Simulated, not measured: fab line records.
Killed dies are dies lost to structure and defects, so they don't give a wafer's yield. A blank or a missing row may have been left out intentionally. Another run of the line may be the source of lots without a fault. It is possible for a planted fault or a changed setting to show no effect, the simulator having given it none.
Matching of chambers -- flow nand harc -- ald metal-02 running NHARC_A_BLC_ALD_23: 4 sister chambers
The step deposits TiN, target thk 3 nm, pulse time 1 s, ald cycles 150. 4 wafers are shown with their chamber, then 9 later ones without.

## WAFERS, EACH WITH ITS CHAMBER
wafer,chamber,heater power w (W)
L079.5,1,1114
L085.1,0,947
L085.2,2,910
L085.6,3,1175

## WAFERS MISSING THEIR CHAMBER
wafer,heater power w (W)
L093.1,1210
L093.2,1072
L093.6,961
L094.1,919
L094.3,961
L094.6,1178
L096.1,941
L096.4,1195
L096.5,884

## WHICH CHAMBER EACH WENT THROUGH
wafer,from the rows above,in truth
L093.1,3,3
L093.2,1,1
L093.6,can't be placed: 0 or 2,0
L094.1,can't be placed: 2 or 0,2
L094.3,can't be placed: 0 or 2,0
L094.6,3,3
L096.1,can't be placed: 0 or 2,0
L096.4,3,3
L096.5,can't be placed: 2 or 0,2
Correct placement for 4 of the 9. These rows do not allow placing 5 (true chamber among the candidates in 5). Number placed wrongly: 0.
How it was worked out, from the rows above alone: a wafer's distance from a chamber is the root of the sum, over the readings, of the square of ((its reading less the chamber's mean) divided by the reading's scatter). The wafer belongs to the nearest chamber; if the next one is less than 2 further off, it can't be placed. For every chamber, the mean is computed from those of its wafers that are shown. The scatter: root of mean squared gap, hidden wafer to nearest shown wafer, with one shown wafer a chamber.
